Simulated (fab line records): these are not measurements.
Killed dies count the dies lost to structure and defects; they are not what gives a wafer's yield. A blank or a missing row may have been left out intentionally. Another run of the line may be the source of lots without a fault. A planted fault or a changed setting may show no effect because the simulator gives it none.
The tool behind it: which one? || flow n5 finfet || 8 lots, 24 wafers sampled, at 7 steps of a route of 1938

WHAT THE GAUGES READ, wafer by wafer
N5_BEOL_M3_THK_MEAS_53: measures by xrf. Usual: M3_THK 39.9 nm, standard deviation 1.5.
{"lot": "L176", "measured": "day 10 17:47", "on": "film metro-02", "M3_THK (nm)": "36.8 36.3 39.7", "flag": ""}
{"lot": "L178", "measured": "day 10 22:29", "on": "film metro-02", "M3_THK (nm)": "40.5 40.5 40.9", "flag": ""}
{"lot": "L181", "measured": "day 11 11:01", "on": "film metro-02", "M3_THK (nm)": "41.1 42.4 45.0", "flag": ""}
{"lot": "L188", "measured": "day 11 23:49", "on": "film metro-01", "M3_THK (nm)": "38.0 41.0 39.9", "flag": ""}
{"lot": "L189", "measured": "day 14 05:08", "on": "film metro-01", "M3_THK (nm)": "37.5 154.4 146.2", "flag": "OFF"}
{"lot": "L175", "measured": "day 14 06:38", "on": "film metro-01", "M3_THK (nm)": "40.2 40.2 39.6", "flag": ""}
{"lot": "L191", "measured": "day 14 23:52", "on": "film metro-02", "M3_THK (nm)": "38.2 39.3 144.8", "flag": "OFF"}
{"lot": "L190", "measured": "day 15 08:03", "on": "film metro-01", "M3_THK (nm)": "38.3 39.3 169.1", "flag": "OFF"}

N5_BEOL_M3_INSPECT_59: inspects for defects (darkfield). Usual: 70 for raw defect count, sd 23.
{"lot": "L176", "measured": "day 10 18:04", "on": "defect inspect-01", "raw defect count": "70 74 92", "flag": ""}
{"lot": "L178", "measured": "day 10 22:47", "on": "defect inspect-01", "raw defect count": "69 69 76", "flag": ""}
{"lot": "L181", "measured": "day 11 11:18", "on": "defect inspect-02", "raw defect count": "76 89 73", "flag": ""}
{"lot": "L188", "measured": "day 12 00:05", "on": "defect inspect-01", "raw defect count": "50 45 92", "flag": ""}
{"lot": "L189", "measured": "day 14 05:28", "on": "defect inspect-01", "raw defect count": "76 5083 5050", "flag": "OFF"}
{"lot": "L175", "measured": "day 14 07:02", "on": "defect inspect-01", "raw defect count": "82 121 76", "flag": ""}
{"lot": "L191", "measured": "day 15 00:14", "on": "defect inspect-02", "raw defect count": "72 59 5100", "flag": "OFF"}
{"lot": "L190", "measured": "day 15 08:27", "on": "defect inspect-01", "raw defect count": "76 102 5148", "flag": "OFF"}

N5_BEOL_M4_RC_MEAS_101. Usual: DIBL_N 36.0 mV/V, standard deviation 1.3; DIBL_P 36.2 mV/V, standard deviation 1.7; IOFF_N 0.155 nA/um, standard deviation 0.024; IOFF_P 0.21 nA/um, standard deviation 0.034; ION_N 674 uA/um, standard deviation 9; ION_P 463 uA/um, standard deviation 7.1; SS_N 71.4 mV/dec, standard deviation 0.5; SS_P 73.4 mV/dec, standard deviation 0.57; VT_N 250.0 mV, standard deviation 2.8; VT_P -251 mV, standard deviation 3.2.
{"lot": "L176", "measured": "day 12 01:49", "on": "prober-02", "DIBL_N (mV/V)": "33.4 37.6 34.8", "DIBL_P (mV/V)": "33.2 38.7 34.7", "IOFF_N (nA/um)": "0.119 0.184 0.129", "IOFF_P (nA/um)": "0.16 0.24 0.19", "ION_N (uA/um)": "674 687 670", "ION_P (uA/um)": "468 469 466", "SS_N (mV/dec)": "70.7 71.9 71.7", "SS_P (mV/dec)": "72.5 74.5 72.3", "VT_N (mV)": "250.9 246.6 250.3", "VT_P (mV)": "-252 -245 -252", "flag": ""}
{"lot": "L178", "measured": "day 12 11:48", "on": "prober-02", "DIBL_N (mV/V)": "36.0 35.0 35.2", "DIBL_P (mV/V)": "37.5 35.7 36.4", "IOFF_N (nA/um)": "0.157 0.144 0.153", "IOFF_P (nA/um)": "0.21 0.18 0.19", "ION_N (uA/um)": "672 667 678", "ION_P (uA/um)": "459 452 462", "SS_N (mV/dec)": "71.7 71.4 70.7", "SS_P (mV/dec)": "73.4 73.0 74.2", "VT_N (mV)": "250.7 251.3 250.9", "VT_P (mV)": "-251 -252 -251", "flag": ""}
{"lot": "L181", "measured": "day 13 01:10", "on": "prober-01", "DIBL_N (mV/V)": "35.9 33.2 36.0", "DIBL_P (mV/V)": "37.4 34.1 37.1", "IOFF_N (nA/um)": "0.173 0.126 0.177", "IOFF_P (nA/um)": "0.21 0.17 0.22", "ION_N (uA/um)": "678 670 688", "ION_P (uA/um)": "460 463 471", "SS_N (mV/dec)": "71.4 70.8 71.2", "SS_P (mV/dec)": "73.1 72.8 73.1", "VT_N (mV)": "248.6 253.2 248.4", "VT_P (mV)": "-249 -251 -249", "flag": ""}
{"lot": "L188", "measured": "day 13 08:01", "on": "prober-02", "DIBL_N (mV/V)": "38.0 38.5 37.6", "DIBL_P (mV/V)": "38.1 38.8 37.3", "IOFF_N (nA/um)": "0.182 0.194 0.169", "IOFF_P (nA/um)": "0.29 0.30 0.27", "ION_N (uA/um)": "677 677 682", "ION_P (uA/um)": "472 472 474", "SS_N (mV/dec)": "71.6 72.2 71.2", "SS_P (mV/dec)": "74.0 74.7 73.8", "VT_N (mV)": "249.0 250.4 250.2", "VT_P (mV)": "-244 -244 -244", "flag": ""}
{"lot": "L189", "measured": "day 14 15:31", "on": "prober-01", "DIBL_N (mV/V)": 36.7, "DIBL_P (mV/V)": 36.2, "IOFF_N (nA/um)": 0.164, "IOFF_P (nA/um)": 0.24, "ION_N (uA/um)": 680, "ION_P (uA/um)": 473, "SS_N (mV/dec)": 72.1, "SS_P (mV/dec)": 73.5, "VT_N (mV)": 250.9, "VT_P (mV)": -246, "flag": ""}
{"lot": "L175", "measured": "day 15 11:17", "on": "prober-02", "DIBL_N (mV/V)": "36.1 36.3 34.5", "DIBL_P (mV/V)": "37.0 37.2 35.2", "IOFF_N (nA/um)": "0.162 0.155 0.132", "IOFF_P (nA/um)": "0.20 0.20 0.18", "ION_N (uA/um)": "674 663 660", "ION_P (uA/um)": "458 451 453", "SS_N (mV/dec)": "71.9 71.7 71.2", "SS_P (mV/dec)": "73.4 72.9 73.7", "VT_N (mV)": "249.5 251.1 252.5", "VT_P (mV)": "-251 -254 -254", "flag": ""}
{"lot": "L191", "measured": "day 16 13:35", "on": "prober-01", "DIBL_N (mV/V)": "34.7 35.3", "DIBL_P (mV/V)": "32.5 34.4", "IOFF_N (nA/um)": "0.112 0.135", "IOFF_P (nA/um)": "0.16 0.18", "ION_N (uA/um)": "663 673", "ION_P (uA/um)": "452 460", "SS_N (mV/dec)": "71.0 70.2", "SS_P (mV/dec)": "73.3 72.5", "VT_N (mV)": "256.1 253.0", "VT_P (mV)": "-255 -251", "flag": ""}
{"lot": "L190", "measured": "day 16 09:26", "on": "prober-01", "DIBL_N (mV/V)": "34.5 36.4", "DIBL_P (mV/V)": "35.1 37.7", "IOFF_N (nA/um)": "0.136 0.172", "IOFF_P (nA/um)": "0.18 0.22", "ION_N (uA/um)": "669 680", "ION_P (uA/um)": "456 468", "SS_N (mV/dec)": "70.9 71.4", "SS_P (mV/dec)": "73.0 73.1", "VT_N (mV)": "251.0 246.8", "VT_P (mV)": "-253 -251", "flag": ""}

WHICH TOOL RAN EACH LOT (tool, then ch and the chambers of the sampled wafers, then the start)
{"lot": "L176", "N5_BEOL_M3_SPUTTER_79": "pvd sputter-02, day 10 15:28", "N5_BEOL_M3_SPUTTER_90": "pvd sputter-02, day 10 16:20", "N5_BEOL_M3_SPUTTER_96": "pvd sputter-02, day 10 17:00", "N5_BEOL_M3_CMP_52": "cmp-01 ch 0,1, day 10 17:29"}
{"lot": "L178", "N5_BEOL_M3_SPUTTER_79": "pvd sputter-03, day 10 20:04", "N5_BEOL_M3_SPUTTER_90": "pvd sputter-03, day 10 20:57", "N5_BEOL_M3_SPUTTER_96": "pvd sputter-03, day 10 21:37", "N5_BEOL_M3_CMP_52": "cmp-03 ch 0,3, day 10 22:11"}
{"lot": "L181", "N5_BEOL_M3_SPUTTER_79": "pvd sputter-02, day 11 07:12", "N5_BEOL_M3_SPUTTER_90": "pvd sputter-02, day 11 08:05", "N5_BEOL_M3_SPUTTER_96": "pvd sputter-02, day 11 08:44", "N5_BEOL_M3_CMP_52": "cmp-03 ch 0,2,3, day 11 10:43"}
{"lot": "L188", "N5_BEOL_M3_SPUTTER_79": "pvd sputter-01, day 11 21:20", "N5_BEOL_M3_SPUTTER_90": "pvd sputter-01, day 11 22:13", "N5_BEOL_M3_SPUTTER_96": "pvd sputter-01, day 11 22:52", "N5_BEOL_M3_CMP_52": "cmp-04 ch 0,1,2, day 11 23:31"}
{"lot": "L189", "N5_BEOL_M3_SPUTTER_79": "pvd sputter-02, day 14 02:48", "N5_BEOL_M3_SPUTTER_90": "pvd sputter-02, day 14 03:41", "N5_BEOL_M3_SPUTTER_96": "pvd sputter-02, day 14 04:20", "N5_BEOL_M3_CMP_52": "cmp-03 ch 1,2,3, day 14 04:55"}
{"lot": "L175", "N5_BEOL_M3_SPUTTER_79": "pvd sputter-03, day 14 04:18", "N5_BEOL_M3_SPUTTER_90": "pvd sputter-03, day 14 05:11", "N5_BEOL_M3_SPUTTER_96": "pvd sputter-03, day 14 05:50", "N5_BEOL_M3_CMP_52": "cmp-04 ch 1,3, day 14 06:22"}
{"lot": "L191", "N5_BEOL_M3_SPUTTER_79": "pvd sputter-02, day 14 21:32", "N5_BEOL_M3_SPUTTER_90": "pvd sputter-02, day 14 22:25", "N5_BEOL_M3_SPUTTER_96": "pvd sputter-02, day 14 23:04", "N5_BEOL_M3_CMP_52": "cmp-03 ch 2,3, day 14 23:34"}
{"lot": "L190", "N5_BEOL_M3_SPUTTER_79": "pvd sputter-01, day 15 05:44", "N5_BEOL_M3_SPUTTER_90": "pvd sputter-01, day 15 06:37", "N5_BEOL_M3_SPUTTER_96": "pvd sputter-01, day 15 07:16", "N5_BEOL_M3_CMP_52": "cmp-03 ch 0,2,3, day 15 07:50"}
- N5_BEOL_M3_SPUTTER_79: material Cu, target thk 4.5 nm, time 8.29 s.
- N5_BEOL_M3_SPUTTER_90: material Cu, target thk 4.5 nm, time 8.29 s.
- N5_BEOL_M3_SPUTTER_96: material Cu, target thk 4.5 nm, time 8.29 s.
- N5_BEOL_M3_CMP_52: polishes, stops on SiOC, t overpolish 6.8 s, target thk 40 nm.

AS READ BY THE TOOLS THEMSELVES (means over the sampled wafers that have a number; for cases with no such wafer, the mark the record gives instead)
N5_BEOL_M3_SPUTTER_79. Usual: chamber pressure pa 0.06998 Pa, standard deviation 0.00015; substrate temp c -20.00 C, standard deviation 0.11; throttle valve pct 29.8 %, standard deviation 1.1.
{"lot": "L176", "tool": "pvd sputter-02", "chamber pressure pa (Pa)": 0.07011, "substrate temp c (C)": -20.10, "throttle valve pct (%)": 30.2, "flag": ""}
{"lot": "L178", "tool": "pvd sputter-03", "chamber pressure pa (Pa)": 0.07007, "substrate temp c (C)": -19.93, "throttle valve pct (%)": 29.9, "flag": ""}
{"lot": "L181", "tool": "pvd sputter-02", "chamber pressure pa (Pa)": 0.06996, "substrate temp c (C)": -20.04, "throttle valve pct (%)": 30.5, "flag": ""}
{"lot": "L188", "tool": "pvd sputter-01", "chamber pressure pa (Pa)": 0.06995, "substrate temp c (C)": -20.02, "throttle valve pct (%)": 30.3, "flag": ""}
{"lot": "L189", "tool": "pvd sputter-02", "chamber pressure pa (Pa)": 0.07013, "substrate temp c (C)": -19.97, "throttle valve pct (%)": 30.2, "flag": ""}
{"lot": "L175", "tool": "pvd sputter-03", "chamber pressure pa (Pa)": 0.07001, "substrate temp c (C)": -20.00, "throttle valve pct (%)": 30.5, "flag": ""}
{"lot": "L191", "tool": "pvd sputter-02", "chamber pressure pa (Pa)": 0.07002, "substrate temp c (C)": -20.02, "throttle valve pct (%)": 30.1, "flag": ""}
{"lot": "L190", "tool": "pvd sputter-01", "chamber pressure pa (Pa)": 0.06996, "substrate temp c (C)": -20.04, "throttle valve pct (%)": 30.2, "flag": ""}

N5_BEOL_M3_SPUTTER_90. Usual: chamber pressure pa 0.07002 Pa, standard deviation 0.00015; substrate temp c -20.02 C, standard deviation 0.11; throttle valve pct 29.8 %, standard deviation 1.1.
{"lot": "L176", "tool": "pvd sputter-02", "chamber pressure pa (Pa)": 0.07009, "substrate temp c (C)": -20.07, "throttle valve pct (%)": 30.1, "flag": ""}
{"lot": "L178", "tool": "pvd sputter-03", "chamber pressure pa (Pa)": 0.06989, "substrate temp c (C)": -19.90, "throttle valve pct (%)": 29.8, "flag": ""}
{"lot": "L181", "tool": "pvd sputter-02", "chamber pressure pa (Pa)": 0.06998, "substrate temp c (C)": -19.99, "throttle valve pct (%)": 30.5, "flag": ""}
{"lot": "L188", "tool": "pvd sputter-01", "chamber pressure pa (Pa)": 0.07003, "substrate temp c (C)": -20.03, "throttle valve pct (%)": 30.2, "flag": ""}
{"lot": "L189", "tool": "pvd sputter-02", "chamber pressure pa (Pa)": 0.07002, "substrate temp c (C)": -20.07, "throttle valve pct (%)": 30.2, "flag": ""}
{"lot": "L175", "tool": "pvd sputter-03", "chamber pressure pa (Pa)": 0.07011, "substrate temp c (C)": -19.95, "throttle valve pct (%)": 30.6, "flag": ""}
{"lot": "L191", "tool": "pvd sputter-02", "chamber pressure pa (Pa)": 0.06997, "substrate temp c (C)": -19.95, "throttle valve pct (%)": 30.2, "flag": ""}
{"lot": "L190", "tool": "pvd sputter-01", "chamber pressure pa (Pa)": 0.06994, "substrate temp c (C)": -20.08, "throttle valve pct (%)": 30.2, "flag": ""}

N5_BEOL_M3_SPUTTER_96. Usual: chamber pressure pa 0.06998 Pa, standard deviation 0.00015; substrate temp c -20.00 C, standard deviation 0.11; throttle valve pct 29.8 %, standard deviation 1.1.
{"lot": "L176", "tool": "pvd sputter-02", "chamber pressure pa (Pa)": 0.07003, "substrate temp c (C)": -20.04, "throttle valve pct (%)": 30.2, "flag": ""}
{"lot": "L178", "tool": "pvd sputter-03", "chamber pressure pa (Pa)": 0.06995, "substrate temp c (C)": -20.06, "throttle valve pct (%)": 29.9, "flag": ""}
{"lot": "L181", "tool": "pvd sputter-02", "chamber pressure pa (Pa)": 0.07009, "substrate temp c (C)": -19.95, "throttle valve pct (%)": 30.5, "flag": ""}
{"lot": "L188", "tool": "pvd sputter-01", "chamber pressure pa (Pa)": 0.06990, "substrate temp c (C)": -20.06, "throttle valve pct (%)": 30.2, "flag": ""}
{"lot": "L189", "tool": "pvd sputter-02", "chamber pressure pa (Pa)": 0.07003, "substrate temp c (C)": -19.94, "throttle valve pct (%)": 30.2, "flag": ""}
{"lot": "L175", "tool": "pvd sputter-03", "chamber pressure pa (Pa)": 0.06990, "substrate temp c (C)": -19.89, "throttle valve pct (%)": 30.5, "flag": ""}
{"lot": "L191", "tool": "pvd sputter-02", "chamber pressure pa (Pa)": 0.07009, "substrate temp c (C)": -20.13, "throttle valve pct (%)": 30.2, "flag": ""}
{"lot": "L190", "tool": "pvd sputter-01", "chamber pressure pa (Pa)": 0.07004, "substrate temp c (C)": -20.00, "throttle valve pct (%)": 30.0, "flag": ""}

N5_BEOL_M3_CMP_52. Usual: barrier field endpoint s 24.4 s, standard deviation 0.55; motor current A 6.2 A, standard deviation 0.44; overpolish run s 6.801 s, standard deviation 0.0092; retaining ring pressure frac 1.000, standard deviation 0.0051; time to endpoint s 60 s, standard deviation 3.1.
{"lot": "L176", "tool": "cmp-01", "barrier field endpoint s (s)": 24.6, "motor current A (A)": 5.7, "overpolish run s (s)": 6.801, "retaining ring pressure frac": 0.994, "time to endpoint s (s)": 59, "flag": ""}
{"lot": "L178", "tool": "cmp-03", "barrier field endpoint s (s)": 25.6, "motor current A (A)": 6.5, "overpolish run s (s)": 6.799, "retaining ring pressure frac": 0.995, "time to endpoint s (s)": 63, "flag": ""}
{"lot": "L181", "tool": "cmp-03", "barrier field endpoint s (s)": 24.7, "motor current A (A)": 6.4, "overpolish run s (s)": 6.798, "retaining ring pressure frac": 1.003, "time to endpoint s (s)": 62, "flag": ""}
{"lot": "L188", "tool": "cmp-04", "barrier field endpoint s (s)": 24.3, "motor current A (A)": 6.2, "overpolish run s (s)": 6.800, "retaining ring pressure frac": 1.009, "time to endpoint s (s)": 58, "flag": ""}
{"lot": "L189", "tool": "cmp-03", "barrier field endpoint s (s)": 35.3, "motor current A (A)": 6.8, "overpolish run s (s)": 2.298, "retaining ring pressure frac": 1.002, "time to endpoint s (s)": 73, "flag": "OFF"}
{"lot": "L175", "tool": "cmp-04", "barrier field endpoint s (s)": 24.3, "motor current A (A)": 6.1, "overpolish run s (s)": 6.808, "retaining ring pressure frac": 1.002, "time to endpoint s (s)": 60, "flag": ""}
{"lot": "L191", "tool": "cmp-03", "barrier field endpoint s (s)": 30.0, "motor current A (A)": 6.6, "overpolish run s (s)": 4.548, "retaining ring pressure frac": 0.998, "time to endpoint s (s)": 66, "flag": "OFF"}
{"lot": "L190", "tool": "cmp-03", "barrier field endpoint s (s)": 30.0, "motor current A (A)": 6.5, "overpolish run s (s)": 4.544, "retaining ring pressure frac": 1.001, "time to endpoint s (s)": 67, "flag": "OFF"}

THE ANSWER, worked out from the rows above alone
Rule: a lot counts as off when the mean over its wafers that have a number is more than 3 standard deviations away from the usual mean. A lot without any number at a reading at which 4 lots or more have one is off too. The other lots that the step has rows for count as sound. Order of review: gauges by route order, followed by the tools' own readings, for which a lot's mean as printed above is used. The first step at which some lot is off is used, and at that step the reading that is off furthest; a lot without a number counts as furthest.
Off: at N5_BEOL_M3_THK_MEAS_53 (M3_THK), L189, L191, L190.
If a tool, at a process step before that reading, ran all the lots that are off and no sound lot after the first of them, it fits. Not tried: the gauges at N5_BEOL_M3_THK_MEAS_53; whatever is off there is also off at N5_BEOL_M3_INSPECT_59, on other tools, and gauge error can't account for it. One candidate fits, namely cmp-03 at N5_BEOL_M3_CMP_52. Its last sound lot is L181 (day 11 10:43), its first lot that is off L189 (day 14 04:55): a fault that began between those two fits.
The tool's own readings at N5_BEOL_M3_CMP_52 bear it out: on the lots that are off they differ by more than 5 times the standard deviation of the sound lots' means. barrier field endpoint s reads 31.8 s there against 24.7 s on the sound lots; overpolish run s reads 3.797 s there against 6.801 s on the sound lots.

WHAT WAS PUT IN BY THE SIMULATOR
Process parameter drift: cmp-03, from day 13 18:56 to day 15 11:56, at N5_BEOL_M3_CMP_52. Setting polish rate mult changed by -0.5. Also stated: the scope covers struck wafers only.
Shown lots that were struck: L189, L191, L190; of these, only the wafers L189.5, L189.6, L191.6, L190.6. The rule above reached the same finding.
